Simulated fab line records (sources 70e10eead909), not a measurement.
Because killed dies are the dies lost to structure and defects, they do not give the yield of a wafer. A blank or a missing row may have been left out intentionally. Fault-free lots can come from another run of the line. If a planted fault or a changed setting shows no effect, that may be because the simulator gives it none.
Chamber matching :: flow nand_harc :: NHARC_A_WL_FILL_CMP_12 on cmp-03: 4 sister chambers
The step polishes, t overpolish 30 s, target thk 100 nm. 8 wafers are shown with their chamber, then 10 later ones without.

EACH WAFER AND ITS CHAMBER
wafer: L083.1
chamber: 2
motor_current_A (A): 10.9
time_to_endpoint_s (s): 17.6

wafer: L084.3
chamber: 0
motor_current_A (A): 12.2
time_to_endpoint_s (s): 16.2

wafer: L084.6
chamber: 1
motor_current_A (A): 13.3
time_to_endpoint_s (s): 14.8

wafer: L088.1
chamber: 2
motor_current_A (A): 11.4
time_to_endpoint_s (s): 20.5

wafer: L088.4
chamber: 0
motor_current_A (A): 12.2
time_to_endpoint_s (s): 21.1

wafer: L088.6
chamber: 3
motor_current_A (A): 12.0
time_to_endpoint_s (s): 20.0

wafer: L088.2
chamber: 3
motor_current_A (A): 12.5
time_to_endpoint_s (s): 20.0

wafer: L088.3
chamber: 1
motor_current_A (A): 13.5
time_to_endpoint_s (s): 19.4

WAFERS WITHOUT THEIR CHAMBER
wafer: L088.5
motor_current_A (A): 11.0
time_to_endpoint_s (s): 18.6

wafer: L090.2
motor_current_A (A): 12.1
time_to_endpoint_s (s): 19.6

wafer: L090.3
motor_current_A (A): 13.1
time_to_endpoint_s (s): 18.4

wafer: L090.5
motor_current_A (A): 12.6
time_to_endpoint_s (s): 18.9

wafer: L096.1
motor_current_A (A): 13.6
time_to_endpoint_s (s): 22.5

wafer: L096.3
motor_current_A (A): 12.5
time_to_endpoint_s (s): 22.2

wafer: L096.6
motor_current_A (A): 13.0
time_to_endpoint_s (s): 22.1

wafer: L097.1
motor_current_A (A): 12.3
time_to_endpoint_s (s): 17.9

wafer: L097.2
motor_current_A (A): 11.7
time_to_endpoint_s (s): 19.2

wafer: L097.6
motor_current_A (A): 11.9
time_to_endpoint_s (s): 18.3

EACH ONE'S CHAMBER
wafer: L088.5
from the rows above: 2
in truth: 2

wafer: L090.2
from the rows above: can't be placed: 0 or 3
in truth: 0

wafer: L090.3
from the rows above: 1
in truth: 1

wafer: L090.5
from the rows above: can't be placed: 3 or 0 or 1
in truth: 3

wafer: L096.1
from the rows above: 1
in truth: 1

wafer: L096.3
from the rows above: can't be placed: 3 or 0
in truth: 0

wafer: L096.6
from the rows above: can't be placed: 1 or 3 or 0
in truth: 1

wafer: L097.1
from the rows above: can't be placed: 0 or 3
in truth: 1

wafer: L097.2
from the rows above: can't be placed: 0 or 2 or 3
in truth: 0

wafer: L097.6
from the rows above: can't be placed: 0 or 3 or 2
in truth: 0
Placed correctly: 3 of 10. From these rows, 7 cannot be placed; in 6 the true chamber is one of the candidates. 0 placed wrongly.
How it was worked out, from the rows above alone: a wafer's distance from a chamber is the root of the sum, over the readings, of the square of ((its reading less the chamber's mean) divided by the reading's scatter). If the next closest chamber is less than 2 further off than the closest, the wafer can't be placed; otherwise it belongs to the closest. For every chamber, the mean is computed from those of its wafers that are shown. The scatter is the square root of a quotient: the sum, over the shown wafers, of each reading's squared deviation from its chamber's mean, divided by wafers minus chambers.
